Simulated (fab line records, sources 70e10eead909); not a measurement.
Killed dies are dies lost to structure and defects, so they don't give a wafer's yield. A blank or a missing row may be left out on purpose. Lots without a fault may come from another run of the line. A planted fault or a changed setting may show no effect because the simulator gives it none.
fab line records | flow nand_harc
record lots=6 wafers=18 last_day=24
route steps=1159 shown P_M1@315 P_M2@318 END@1159
lots that met no fault: from a run of the same line without faults
start_h: hours from the record's first day to the start of the lot's first wafer shown | wait_h: hours since the lot's step before | " the same as in the row above | L1.1+2: a row that stands for several wafers | - no value, or no start given | * or withheld: withheld | < > ~ a bound
route shown NAME@n: a module of which the file shows steps, and the number in the route of the first | usual: mean/standard deviation of fault-free wafers | same: alike in all rows | chamber/n: place in a boat | sites: the reading at each site | _std_site: their standard deviation | _edge_site: outer sites' mean less inner sites' | radius_mm: how far each site lies from the wafer's centre | mask NAME#n: copy n | behind: the tool/chamber that last shaped the wafer | hold: why the lot was held/for how many hours/how that ended | device: the transistor (n, p or np) that didn't switch | end of line: the same wafers' tests at the end of the route | a step without rows: its recipe alone | killed: dies lost to structure and defects at the first sort, not the wafer's yield | map: a wafer's dies, x killed, . not, _ none there
set.NAME: the setting as run; set.NAME@STEP: as run at that earlier step | model.NAME: the simulator's own value behind a step, which no gauge read
lots at some steps of the route; a table a step, a row a wafer
services: from which hour (start_h, from the record's first day; less than 0 if before it) a tool's chamber was out of use, for how many hours, and why
## steps
# step NHARC_P_M1_INSPECT_27
# usual raw_defect_count=308/120
# columns lot.wafer tool chamber start_h wait_h raw_defect_count
L446.2 defect_inspect-02 - 141.22 0.0 268
L446.5 " - " " 261
L446.6 " - " " 188
L449.1 defect_inspect-02 - 161.58 0.0 188
L449.5 " - " " 224
L449.6 " - " " 285
L454.1 defect_inspect-02 - 205.18 0.0 309
L454.4 " - " " 432
L454.6 " - " " 342
L457.3 defect_inspect-02 - 208.83 0.0 203
L457.5 " - " " 276
L457.6 " - " " 246
L458.1 defect_inspect-01 - 215.58 0.0 187
L458.3 " - " " 156
L458.6 " - " " 246
L466.1 defect_inspect-02 - 259.36 0.0 267
L466.2 " - " " 228
L466.6 " - " " 312
# step NHARC_P_M1_PRE_CLEAN_32
# recipe time_s=12 temp_c=370 rf_power_w=300 gas=NH3
# usual heater_power_w=601/61
# columns lot.wafer tool chamber start_h wait_h heater_power_w
L446.2 pecvd-02 0 141.29 0.1 581
L446.6 " 0 " " 585
L446.5 " 1 " " 600
L449.1 pecvd-03 0 161.96 0.4 596
L449.6 " 0 " " 579
L449.5 " 1 " " 741
L454.1 pecvd-01 1 205.53 0.3 635
L454.6 " 2 " " 636
L454.4 " 0 " " 542
L457.3 pecvd-02 2 208.90 0.1 664
L457.6 " 1 " " 548
L457.5 " 2 " " 671
L458.3 pecvd-01 0 215.65 0.1 535
L458.1 " 2 " " 595
L458.6 " 0 " " 562
L466.2 pecvd-02 0 259.42 0.1 567
L466.1 " 2 " " 648
L466.6 " 0 " " 544
# step NHARC_P_M1_DEP_33
# recipe target_thk_a=300 temp_c=370 target_thk_nm=30 pressure_torr=3 flow_sccm=200 rf_w=450 material=SiCN
# usual chamber_pressure_Torr=3.001/0.0064 heater_power_w=545/62 showerhead_vpp_V=1290/60
# columns lot.wafer tool chamber start_h wait_h chamber_pressure_Torr heater_power_w showerhead_vpp_V
L446.2 pecvd-02 0 141.36 0.1 2.999 515 1241
L446.6 " 0 " " 3.006 530 1226
L446.5 " 1 " " 2.992 470 1199
L449.1 pecvd-03 0 162.07 0.1 3.004 594 1331
L449.6 " 0 " " 3.003 564 1348
L449.5 " 1 " " 2.994 630 1281
L454.1 pecvd-01 1 205.60 0.1 3.009 516 1300
L454.6 " 2 " " 2.998 562 1294
L454.4 " 0 " " 3.000 450 1410
L457.3 pecvd-02 2 209.01 0.1 2.999 622 1203
L457.6 " 1 " " 2.999 436 1201
L457.5 " 2 " " 2.995 635 1226
L458.3 pecvd-01 0 215.72 0.1 2.992 444 1403
L458.1 " 2 " " 2.995 547 1277
L458.6 " 0 " " 2.991 438 1417
L466.2 pecvd-02 0 259.50 0.1 2.996 452 1239
L466.1 " 2 " " 3.002 551 1253
L466.6 " 0 " " 3.005 450 1255
# step NHARC_P_M2_DEP_00
# recipe target_thk_a=1825 target_thk_nm=182.5 temp_c=withheld pressure_torr=5 flow_sccm=200 rf_w=600 material=SiOC
# step NHARC_P_M2_DEHYDRATE_01
# recipe temp_c=150 time_s=120
# step NHARC_P_M2_HMDS_02
# recipe time_s=30
# step NHARC_P_M2_COAT_34
# recipe temp_c=200 time_s=65
# step NHARC_P_M2_COAT_03
# recipe spin_rpm=1500 resist_thk_nm=90
# step NHARC_P_M2_SOFTBAKE_04
# recipe temp_c=105 time_s=55
# step NHARC_P_M2_EBR_05
# step NHARC_P_M2_EXPOSE_06
# recipe na=1.35 target_cd_nm=170 dose_mj=80.78 mask_id=P_M2
# step NHARC_P_M2_PEB_07
# recipe peb_temp_c=100 peb_time_s=65
# usual heater_power_total_W=156.6/0.41 resist_line_temp_C=23.01/0.11
# columns lot.wafer tool chamber start_h wait_h heater_power_total_W resist_line_temp_C
L446.2 litho_track-01 0 142.40 0.1 157.0 23.25
L446.5 " 0 " " 156.6 23.13
L446.6 " 0 " " 156.2 23.09
L449.1 litho_track-04 0 163.20 0.1 156.8 22.98
L449.5 " 0 " " 156.3 22.96
L449.6 " 0 " " 156.2 22.91
L454.1 litho_track-01 0 206.96 0.1 156.8 23.14
L454.4 " 0 " " 156.6 23.06
L454.6 " 0 " " 157.1 23.00
L457.3 litho_track-04 0 210.12 0.0 156.3 23.20
L457.5 " 0 " " 175.0 22.99
L457.6 " 0 " " 175.7 22.94
L458.1 litho_track-04 0 216.98 0.1 175.1 22.94
L458.3 " 0 " " 157.2 22.78
L458.6 " 0 " " 176.3 23.17
L466.1 litho_track-01 0 260.54 0.1 157.0 22.89
L466.2 " 0 " " 156.1 22.98
L466.6 " 0 " " 157.2 22.92
# step NHARC_P_M2_DEVELOP_08
# recipe develop_time_s=35 dev_temp_c=23
# step NHARC_P_M2_CD_MEAS_09
# recipe target_cd_nm=170 landing_energy_ev=500
# usual cd_nm=170.2/0.58
# columns lot.wafer tool chamber start_h wait_h cd_nm
L446.2 cd_sem-01 0 142.49 - 169.9
L446.5 " 0 " " 171.2
L446.6 " 0 " " 170.6
L449.1 cd_sem-03 0 163.28 - 170.2
L449.5 " 0 " " 170.4
L449.6 " 0 " " 170.8
L454.1 cd_sem-02 0 207.04 - 169.0
L454.4 " 0 " " 170.6
L454.6 " 0 " " 170.5
L457.3 cd_sem-02 0 210.20 - 171.3
L457.5 " 0 " " 164.0
L457.6 " 0 " " 162.5
L458.1 cd_sem-03 0 217.06 - 163.7
L458.3 " 0 " " 170.2
L458.6 " 0 " " 162.5
L466.1 cd_sem-03 0 260.62 - 170.8
L466.2 " 0 " " 170.6
L466.6 " 0 " " 169.4
# step NHARC_P_M2_OVL_MEAS_10
# recipe pitch_nm=340
# usual overlay_x_nm=0.0/0.82 overlay_y_nm=0.0/0.82
# columns lot.wafer tool chamber start_h wait_h overlay_x_nm overlay_y_nm
L446.2 overlay-01 - 142.57 - -1.1 -1.8
L446.5 " - " " -0.8 -1.8
L446.6 " - " " -1.3 -1.8
L449.1 overlay-01 - 163.37 - 1.3 0.1
L449.5 " - " " 1.0 0.7
L449.6 " - " " 0.7 0.1
L454.1 overlay-02 - 207.12 - 0.6 -0.3
L454.4 " - " " 0.7 0.1
L454.6 " - " " 0.6 0.4
L457.3 overlay-01 - 210.30 - -0.4 -0.8
L457.5 " - " " 0.3 -0.2
L457.6 " - " " 0.0 -0.3
L458.1 overlay-01 - 217.15 - 0.1 1.3
L458.3 " - " " 0.9 0.9
L458.6 " - " " 1.0 1.5
L466.1 overlay-01 - 260.71 - -0.9 1.6
L466.2 " - " " -0.8 2.1
L466.6 " - " " -1.4 1.6
# step NHARC_P_M2_INSPECT_11
# usual raw_defect_count=3.9/2.3
# columns lot.wafer tool chamber start_h wait_h raw_defect_count
L446.2 defect_inspect-02 - 142.61 0.0 5
L446.5 " - " " 3
L446.6 " - " " 4
L449.1 defect_inspect-02 - 163.41 0.0 4
L449.5 " - " " 2
L449.6 " - " " 5
L454.1 defect_inspect-01 - 207.16 0.0 3
L454.4 " - " " 1
L454.6 " - " " 2
L457.3 defect_inspect-02 - 210.34 0.0 1
L457.5 " - " " 2
L457.6 " - " " 4
L458.1 defect_inspect-02 - 217.19 0.0 5
L458.3 " - " " 2
L458.6 " - " " 6
L466.1 defect_inspect-02 - 260.75 0.0 3
L466.2 " - " " 6
L466.6 " - " " 5
# step NHARC_P_M2_DESCUM_14
# recipe time_s=3 o2_flow_sccm=200 ar_flow_sccm=0 bias_power_w=0 chemistry=O2
# usual chamber_pressure_mTorr=60.00/0.049 drypump_motor_current_A=5.6/0.37 oes_product_au=0.998/0.0094 rf_vpp_V=57.9/1 showerhead_plenum_p_Torr=1.92/0.098 throttle_valve_pct=11.311/0.0099
# same bias_power_w=0
# columns lot.wafer tool chamber start_h wait_h chamber_pressure_mTorr drypump_motor_current_A oes_product_au rf_hours_counter_h rf_vpp_V showerhead_plenum_p_Torr throttle_valve_pct model.P_M2.cd_nm
L446.2 rie_diel-11 1 142.68 0.1 59.98 5.0 0.999 19 58.7 1.99 11.317 169.4
L446.6 " 0 " " 59.97 5.6 0.999 - 57.8 1.78 11.307 170.5
L446.5 " 1 " " 59.99 5.0 1.005 - 58.3 1.99 11.318 169.9
L449.1 rie_diel-04 1 163.47 0.1 59.99 6.2 0.999 1 57.0 1.79 11.306 170.4
L449.5 " 1 " " 60.01 6.1 1.002 - 57.3 1.79 11.306 170.2
L449.6 " 2 " " 60.08 5.7 1.002 - 57.3 2.05 11.304 170.6
L454.4 rie_diel-11 3 207.22 0.1 60.02 5.7 0.993 1 57.6 1.87 11.314 169.8
L454.1 " 2 " " 60.00 5.9 0.994 1 57.9 2.02 11.321 168.8
L454.6 " 3 " " 59.91 5.7 0.990 - 56.8 1.87 11.306 170
L457.3 rie_diel-11 1 210.40 0.1 60.07 5.0 0.994 1 56.3 1.99 11.304 171.6
L457.6 " 0 " " 60.07 5.6 0.982 - 57.5 1.77 11.304 163.4
L457.5 " 1 " " 60.02 5.1 1.002 - 57.9 1.99 11.302 164.6
L458.3 rie_diel-11 0 217.25 0.1 60.05 5.6 0.993 2 55.7 1.77 11.321 170.8
L458.1 " 3 " " 59.97 5.7 0.980 2 56.5 1.87 11.333 163.6
L458.6 " 0 " " 59.97 5.6 0.993 - 58.1 1.77 11.321 162.8
L466.1 rie_diel-04 1 260.91 0.2 60.02 6.2 0.989 5 55.8 1.78 11.319 171
L466.2 " 2 " " 59.94 5.7 1.012 5 57.8 2.05 11.305 170.8
L466.6 " 3 " " 59.97 5.3 0.994 - 58.4 1.90 11.334 170
# step NHARC_P_M2_ETCH_35
# recipe target_depth_a=400 overetch_a=120 time_s=43.94 ion_energy_ev=200 n2_flow_sccm=150 h2_flow_sccm=150 ar_flow_sccm=0 rf_w=400 bias_w=150 chemistry=N2/H2
# usual bias_w=150.0/0.43 chamber_pressure_mTorr=30.002/0.028 drypump_motor_current_A=5.6/0.36 n2_flow_sccm=150.1/0.47 oes_product_au=0.998/0.0094 rf_vpp_V=431/3.2 showerhead_plenum_p_Torr=2.05/0.11 throttle_valve_pct=14.173/0.0089
# columns lot.wafer tool chamber start_h wait_h bias_w chamber_pressure_mTorr drypump_motor_current_A n2_flow_sccm oes_product_au rf_hours_counter_h rf_vpp_V showerhead_plenum_p_Torr throttle_valve_pct
L446.2 rie_diel-11 1 142.77 0.1 149.7 29.975 5.0 149.4 1.010 19 433 2.12 14.170
L446.5 " 2 " " 150.1 29.987 5.8 150.6 1.004 - 434 2.16 14.176
L446.6 " 3 " " 150.2 30.063 5.7 149.9 0.994 - 429 2.00 14.182
L449.1 rie_diel-04 3 163.56 0.1 150.8 29.932 5.3 148.9 0.985 2 431 2.03 14.178
L449.5 " 2 " " 150.2 29.960 5.7 149.7 1.007 - 435 2.19 14.164
L449.6 " 3 " " 150.7 30.034 5.3 149.3 0.990 - 430 2.03 14.179
L454.1 rie_diel-11 3 207.31 0.1 150.0 30.000 5.7 150.2 0.988 1 429 2.00 14.164
L454.4 " 2 " " 149.6 30.017 5.8 150.1 0.994 1 432 2.16 14.169
L454.6 " 0 " " 149.7 29.949 5.6 150.6 0.993 - 426 1.89 14.175
L457.3 rie_diel-11 1 210.49 0.1 150.5 30.042 5.0 149.5 1.018 1 433 2.12 14.160
L457.6 " 3 " " 149.5 30.043 5.7 149.3 0.989 - 430 2.00 14.160
L457.5 " 0 " " 149.9 30.000 5.6 150.5 1.004 - 426 1.89 14.175
L458.3 rie_diel-11 3 217.34 0.1 149.9 30.010 5.7 149.7 0.995 2 430 1.99 14.168
L458.1 " 2 " " 149.5 30.014 5.8 150.3 1.006 2 433 2.15 14.177
L458.6 " 0 " " 150.5 29.986 5.6 149.7 0.995 - 425 1.89 14.183
L466.1 rie_diel-04 3 260.97 0.1 151.0 30.018 5.3 150.0 0.984 5 433 2.03 14.170
L466.2 " 2 " " 150.4 29.998 5.7 150.3 1.003 5 437 2.19 14.171
L466.6 " 0 " " 150.0 29.993 5.1 150.4 0.998 - 434 2.12 14.175
# step NHARC_P_M2_ETCH_15
# recipe target_depth_a=1825 time_s=91.2 c4f8_flow_sccm=withheld ar_flow_sccm=400 rf_w=600 bias_w=300 chemistry=C4F8/Ar
# usual bias_w=300.0/0.9 chamber_pressure_mTorr=25.001/0.022 oes_product_au=0.948/0.023 rf_vpp_V=441/3.1
# columns lot.wafer tool chamber start_h wait_h bias_w chamber_pressure_mTorr oes_product_au rf_hours_counter_h rf_vpp_V
L446.2 rie_diel-11 3 - - 301.3 25.007 0.956 22 440
L446.5 " 1 " " 299.8 24.972 0.949 - 443
L446.6 " 2 " " 299.7 24.998 0.954 - 444
L449.1 rie_diel-04 1 - - 298.7 25.011 0.961 1 436
L449.6 " 2 " " 301.2 25.040 0.964 - 445
L449.5 " 3 " " 299.5 25.026 0.966 - 440
L454.4 rie_diel-11 1 - - 301.2 24.976 0.981 1 441
L454.1 " 0 " " 300.2 24.989 0.955 1 437
L454.6 " 2 " " 298.4 24.988 0.974 - 444
L457.3 rie_diel-11 0 - - 299.9 25.005 0.957 2 437
L457.5 " 2 " " 300.7 25.067 0.976 - 443
L457.6 " 3 " " 300.3 25.010 0.969 - 439
L458.1 rie_diel-11 1 - - 299.0 25.006 0.985 2 442
L458.3 " 2 " " 300.8 24.973 0.986 2 444
L458.6 " 3 " " 300.1 24.984 0.967 - 439
L466.1 rie_diel-04 3 - - 299.0 25.000 0.921 5 441
L466.2 " 0 " " 300.1 25.017 0.924 5 444
L466.6 " 0 " " 300.2 24.975 0.928 - 443
# step NHARC_P_M2_CD_MEAS_16
# usual cd_nm=170.3/0.77
# columns lot.wafer tool chamber start_h wait_h cd_nm
L446.2 cd_sem-02 - 142.98 - 169.3
L446.5 " - " " 169.8
L446.6 " - " " 170.4
L449.1 cd_sem-01 - 163.77 - 170.6
L449.5 " - " " 169.8
L449.6 " - " " 170.5
L454.1 cd_sem-03 - 207.53 - 169.0
L454.4 " - " " 169.6
L454.6 " - " " 170.1
L457.3 cd_sem-01 - 210.71 - 171.6
L457.5 " - " " 164.6
L457.6 " - " " 163.6
L458.1 cd_sem-03 - 217.55 - 163.1
L458.3 " - " " 170.7
L458.6 " - " " 162.6
L466.1 cd_sem-03 - 261.19 - 171.1
L466.2 " - " " 171.1
L466.6 " - " " 170.0
# step NHARC_P_M2_STRIP_18
# recipe power_w=1000 n2_flow_sccm=150 h2_flow_sccm=150 ar_flow_sccm=0 bias_w=0 chemistry=N2/H2
# usual chamber_pressure_mTorr=30.001/0.026 drypump_motor_current_A=5.6/0.37 n2_flow_sccm=150.1/0.46 oes_product_au=0.999/0.0095 rf_vpp_V=90.8/1.1 showerhead_plenum_p_Torr=2.05/0.11 throttle_valve_pct=14.172/0.009
# same bias_w=0
# columns lot.wafer tool chamber start_h wait_h chamber_pressure_mTorr drypump_motor_current_A n2_flow_sccm oes_product_au rf_hours_counter_h rf_vpp_V showerhead_plenum_p_Torr throttle_valve_pct
L446.2 rie_diel-11 3 143.18 0.2 30.038 5.7 149.9 0.991 22 89.9 2.00 14.164
L446.6 " 1 " " 29.987 5.0 149.9 1.004 - 91.0 2.12 14.171
L446.5 " 2 " " 29.988 5.8 149.9 1.002 - 90.2 2.16 14.160
L449.1 rie_diel-04 3 163.87 0.1 30.035 5.3 150.1 0.992 2 90.8 2.03 14.184
L449.6 " 2 " " 30.010 5.7 150.2 1.008 - 90.7 2.19 14.167
L449.5 " 3 " " 30.001 5.3 149.7 0.985 - 90.3 2.03 14.173
L454.4 rie_diel-11 3 207.60 0.1 30.007 5.7 149.0 0.984 1 92.8 1.99 14.171
L454.1 " 0 " " 30.026 5.6 150.7 0.985 1 90.0 1.89 14.178
L454.6 " 0 " " 30.005 5.6 150.8 0.995 - 89.6 1.89 14.176
L457.3 rie_diel-04 2 210.81 0.1 29.998 5.7 150.9 1.015 3 90.6 2.19 14.180
L457.6 " 1 " " 30.019 6.2 150.6 0.996 - 90.0 1.90 14.180
L457.5 " 2 " " 29.996 5.7 150.9 1.007 - 91.2 2.19 14.182
L458.1 rie_diel-04 1 217.68 0.1 29.976 6.2 149.6 1.003 3 91.3 1.90 14.158
L458.3 " 2 " " 30.031 5.7 149.5 1.008 4 91.8 2.19 14.173
L458.6 " 3 " " 30.038 5.3 150.7 0.997 - 89.8 2.03 14.170
L466.1 rie_diel-04 0 261.32 0.1 30.000 5.1 149.7 1.010 5 89.7 2.12 14.165
L466.2 " 1 " " 30.012 6.2 149.7 0.992 5 88.7 1.90 14.170
L466.6 " 2 " " 30.062 5.7 150.7 1.004 - 92.1 2.19 14.170
# step NHARC_P_M2_ETCH_28
# recipe target_depth_a=300 over_etch_frac=0.3 time_s=72.99 ion_energy_ev=150 cf4_flow_sccm=50 n2_flow_sccm=100 ar_flow_sccm=150 rf_w=300 bias_w=100 chemistry=CF4/N2
# usual bias_w=100.0/0.31 chamber_pressure_mTorr=30.004/0.029 drypump_motor_current_A=5.6/0.36 n2_flow_sccm=100.0/0.32 oes_product_au=0.998/0.0094 rf_vpp_V=314.6/2.2 showerhead_plenum_p_Torr=2.65/0.12 throttle_valve_pct=19.795/0.0089
# columns lot.wafer tool chamber start_h wait_h bias_w chamber_pressure_mTorr drypump_motor_current_A n2_flow_sccm oes_product_au rf_hours_counter_h rf_vpp_V showerhead_plenum_p_Torr throttle_valve_pct model.P_M2.cd_nm
L446.2 rie_diel-11 0 - - 100.0 30.044 5.6 99.7 1.000 21 312.6 2.45 19.804 169.3
L446.6 " 2 " " 100.1 30.032 5.9 99.3 1.017 - 316.1 2.77 19.780 170.5
L446.5 " 3 " " 99.5 29.957 5.7 100.2 0.984 - 313.9 2.58 19.813 169
L449.1 rie_diel-04 1 - - 100.3 30.000 6.2 100.1 0.992 2 310.7 2.46 19.795 170.9
L449.6 " 3 " " 100.7 30.027 5.3 99.4 1.008 - 313.6 2.62 19.787 170.2
L449.5 " 0 " " 100.1 29.968 5.1 100.1 1.006 - 316.1 2.72 19.797 170.5
L454.1 rie_diel-11 1 - - 100.0 30.003 5.0 100.0 0.994 1 315.8 2.72 19.781 168.7
L454.4 " 2 " " 99.8 30.021 5.8 99.9 0.995 1 317.7 2.76 19.799 170
L454.6 " 1 " " 100.1 30.098 5.0 100.2 0.992 - 314.0 2.72 19.793 169.6
L457.3 rie_diel-04 2 - - 100.0 29.984 5.7 100.0 0.992 3 316.7 2.80 19.796 171.9
L457.6 " 1 " " 100.2 30.036 6.1 100.3 0.994 - 311.6 2.46 19.805 164.5
L457.5 " 2 " " 100.4 30.011 5.7 99.5 1.007 - 317.5 2.80 19.790 165.2
L458.1 rie_diel-04 2 - - 100.2 30.011 5.7 100.0 1.006 4 316.5 2.80 19.799 163.1
L458.3 " 1 " " 99.8 30.020 6.2 99.9 0.996 3 310.9 2.46 19.792 170.9
L458.6 " 3 " " 100.0 30.013 5.3 100.2 0.980 - 312.6 2.61 19.797 162.6
L466.1 rie_diel-04 3 - - 100.0 29.987 5.3 100.0 0.993 5 313.8 2.61 19.797 170.6
L466.2 " 0 " " 100.0 29.976 5.1 100.0 1.008 5 315.7 2.72 19.793 171.1
L466.6 " 0 " " 99.8 29.968 5.1 99.4 0.998 - 316.2 2.72 19.795 170
# step NHARC_P_M2_STRIP_19
# recipe time_s=600 temp_c=30 chemistry=post_etch_residue_remover
# step NHARC_END_SORT_01
# recipe temp_c=25
# usual defect_limited_yield=95.2/1.9 killed_at_array=29/13 killed_at_other=0.7/1 killed_at_periphery=3.2/2.3 killed_dies=33/13 killed_open=3.3/1.7 killed_short=2.0/1.5 sort_bin_2_pct=1.5/0.8 sort_bin_3_pct=0.27/0.22 sort_bin_4_pct=3.0/1.1 sort_n_pass=644/13 sort_rim_yield_pct=96.0/2.9 sort_yield_pct=95.2/1.9
# same gross_dies=677 sort_bin_5_pct[%]=0 sort_bin_6_pct[%]=0 sort_bin_7_pct[%]=0 sort_bin_8_pct[%]=0 sort_rim_n_gross=106.00
# columns lot.wafer tool chamber start_h wait_h defect_limited_yield[%] killed_at_array killed_at_other killed_at_periphery killed_dies killed_open killed_short sort_bin_2_pct[%] sort_bin_3_pct[%] sort_bin_4_pct[%] sort_n_pass sort_rim_yield_pct[%] sort_yield_pct[%]
L454.6 prober-01 0 522.15 3.9 93.4 40 0 5 45 6 2 1.5 0.15 5.0 632 100.0 93.4
L458.1 prober-02 0 529.72 2.5 93.2 45 0 1 46 2 1 1.9 0.44 4.4 631 91.5 93.2
L458.3 prober-02 0 531.32 3.1 92.6 45 1 4 50 3 2 2.8 0.44 4.1 627 99.1 92.6
L458.6 prober-02 0 533.72 4.0 94.1 36 2 2 40 2 1 2.5 0.44 3.0 637 98.1 94.1
L457.3 prober-01 0 531.34 3.1 96.5 18 3 3 24 3 2 0.9 0.44 2.2 653 98.1 96.5
L457.5 prober-01 0 532.99 3.8 97.3 13 3 2 18 2 4 0.6 0.15 1.9 659 99.1 97.3
L457.6 prober-01 0 533.81 4.1 97.6 10 3 3 16 1 2 0.6 0 1.8 661 95.3 97.6
# killed by level:class
L454.6 A_CHANNEL_HOLE_D1:chamber_film_flake=21 A_SLIT:chamber_film_flake=13 P_CONTACT:geometric_particle:open=3 A_CONTACT:chamber_film_flake=2 P_GATE:geometric_particle:short=1 P_CONTACT:geometric_particle:short=1 A_ONON_D1:geometric_particle:open=1 A_WL_FILL:geometric_particle:open=1
L458.1 A_CHANNEL_HOLE_D1:chamber_film_flake=24 A_SLIT:chamber_film_flake=12 A_CONTACT:chamber_film_flake=3 A_SGD_CUT:chamber_film_flake=2 A_SOURCE_PLATE:geometric_particle:short=1 A_BLC:geometric_particle:open=1 A_M0:geometric_particle:open=1 P_STI:chamber_film_flake=1
L458.3 A_CHANNEL_HOLE_D1:chamber_film_flake=19 A_SLIT:chamber_film_flake=19 A_CONTACT:chamber_film_flake=3 P_M0:geometric_particle:open=2 A_CHANNEL_FILL_D1:geometric_particle:short=2 P_STI:chamber_film_flake=2 A_CHANNEL_FILL_D1:geometric_particle:open=1 A_SGD_CUT:chamber_film_flake=1
L457.3 A_CHANNEL_HOLE_D1:chamber_film_flake=6 A_STAIRCASE:chamber_film_flake=6 THIN_TSV:chamber_film_flake=3 A_CONTACT:chamber_film_flake=2 P_STI:geometric_particle:open=1 P_M0:geometric_particle:open=1 A_CHANNEL_HOLE_D1:geometric_particle:short=1 A_M0:geometric_particle:open=1
L457.5 A_CHANNEL_HOLE_D1:chamber_film_flake=6 THIN_TSV:chamber_film_flake=3 A_WL_FILL:geometric_particle:short=2 P_M1:geometric_particle:short=1 A_ONON_D1:geometric_particle:short=1 A_WL_FILL:geometric_particle:open=1 A_M0:geometric_particle:open=1 P_STI:chamber_film_flake=1
L458.6 A_SLIT:chamber_film_flake=16 A_CHANNEL_HOLE_D1:chamber_film_flake=14 A_SGD_CUT:chamber_film_flake=2 A_CONTACT:chamber_film_flake=2 A_CHANNEL_FILL_D1:geometric_particle:open=1 A_CONTACT:geometric_particle:open=1 P_STI:chamber_film_flake=1 P_GATE:chamber_film_flake=1
L457.6 A_CONTACT:chamber_film_flake=5 A_CHANNEL_HOLE_D1:chamber_film_flake=3 THIN_TSV:chamber_film_flake=3 P_CONTACT:geometric_particle:short=1 P_M2:geometric_particle:short=1 A_CONTACT:geometric_particle:open=1 P_STI:chamber_film_flake=1 A_STAIRCASE:chamber_film_flake=1
## services
# columns tool chamber start_h hours kind
rie_diel-11 0 120.27 - clean
rie_diel-11 1 120.27 - clean
rie_diel-11 2 120.27 - clean
rie_diel-11 3 120.27 - clean
pecvd-03 1 133.05 10.7 repair
litho_track-04 - 141.00 7.0 pm
rie_diel-11 0 144.77 - clean
rie_diel-11 1 144.77 - clean
rie_diel-11 2 144.77 - clean
rie_diel-11 3 144.77 - clean
pecvd-02 - 153.00 13.0 pm
rie_diel-11 2 161.62 1.9 repair
rie_diel-11 0 169.31 - clean
rie_diel-11 1 169.31 - clean
rie_diel-11 2 169.31 - clean
rie_diel-11 3 169.31 - clean
rie_diel-04 - 186.45 3.6 repair
rie_diel-11 - 190.06 9.0 pm
pecvd-02 - 210.38 1.4 repair
rie_diel-04 2 219.62 17.1 repair
rie_diel-11 3 226.09 2.5 repair
rie_diel-11 2 226.40 2.0 repair
rie_diel-11 0 229.34 2.6 repair
pecvd-01 - 237.21 13.0 pm
## key
first_sign step=NHARC_P_M2_PEB_07 reading=heater_power_total_W direction=up sigmas=46 usual=* struck=*
effect step=NHARC_P_M2_CD_MEAS_09 reading=cd_nm direction=down sigmas=12 usual=170.2 struck=163.2
effect step=NHARC_P_M2_CD_MEAS_16 reading=cd_nm direction=down sigmas=8.9 usual=170.3 struck=163.5
model_effect step=NHARC_P_M2_DESCUM_14 value=P_M2.cd_nm without=171.2 struck=163.6
model_effect step=NHARC_P_M2_ETCH_28 value=P_M2.cd_nm without=171.4 struck=163.9
met_at NHARC_P_M2_PEB_07
struck_wafers L457.5,L457.6,L458.1,L458.6
onset_between 163.20 210.12
fault kind=process_parameter_drift tool=litho_track-04 chamber=- onset_h=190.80 steps=NHARC_P_M2_PEB_07 channel=peb_time_s offset=* shape=step end_h=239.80 scope=struck_wafers_only acts_in=* stated=*
